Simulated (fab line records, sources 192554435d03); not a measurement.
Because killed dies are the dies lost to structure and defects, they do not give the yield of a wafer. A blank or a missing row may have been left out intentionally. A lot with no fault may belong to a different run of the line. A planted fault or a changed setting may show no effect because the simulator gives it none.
Matching of chambers ; flow n5-finfet ; 3 sister chambers for N5_BEOL_M3_CO_CAP_55 on cvd-co-01
The step material Co, precursor CCTBA/H2, target thk 2 nm, time 102.1 s. 3 wafers are shown with their chamber, then 8 later ones without.

## EACH WAFER AND ITS CHAMBER
wafer;chamber;heater-power-w (W)
L655.4;2;191
L652.1;1;256
L653.2;0;236

## WAFERS WHOSE CHAMBER IS MISSING
wafer;heater-power-w (W)
L653.4;197
L653.5;266
L659.3;237
L659.4;194
L659.5;254
L661.2;191
L661.4;245
L661.6;196

## THE CHAMBER EACH PASSED THROUGH
wafer;from the rows above;in truth
L653.4;2;2
L653.5;1;1
L659.3;0;0
L659.4;2;2
L659.5;1;1
L661.2;2;2
L661.4;can't be placed: 0 or 1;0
L661.6;2;2
Placed correctly: 7 of 8. Unplaceable from these rows: 1, with the true chamber sitting among the candidates in 1. Placed wrongly: 0.
How it was worked out, from the rows above alone: a wafer's distance from a chamber is the root of the sum, over the readings, of the square of ((its reading less the chamber's mean) divided by the reading's scatter). If the next closest chamber is less than 2 further off than the closest, the wafer can't be placed; otherwise it belongs to the closest. A chamber's mean is the mean of its shown wafers. The scatter: with one shown wafer a chamber, the root of the mean of the squares of how far each hidden wafer lies from its nearest shown one.
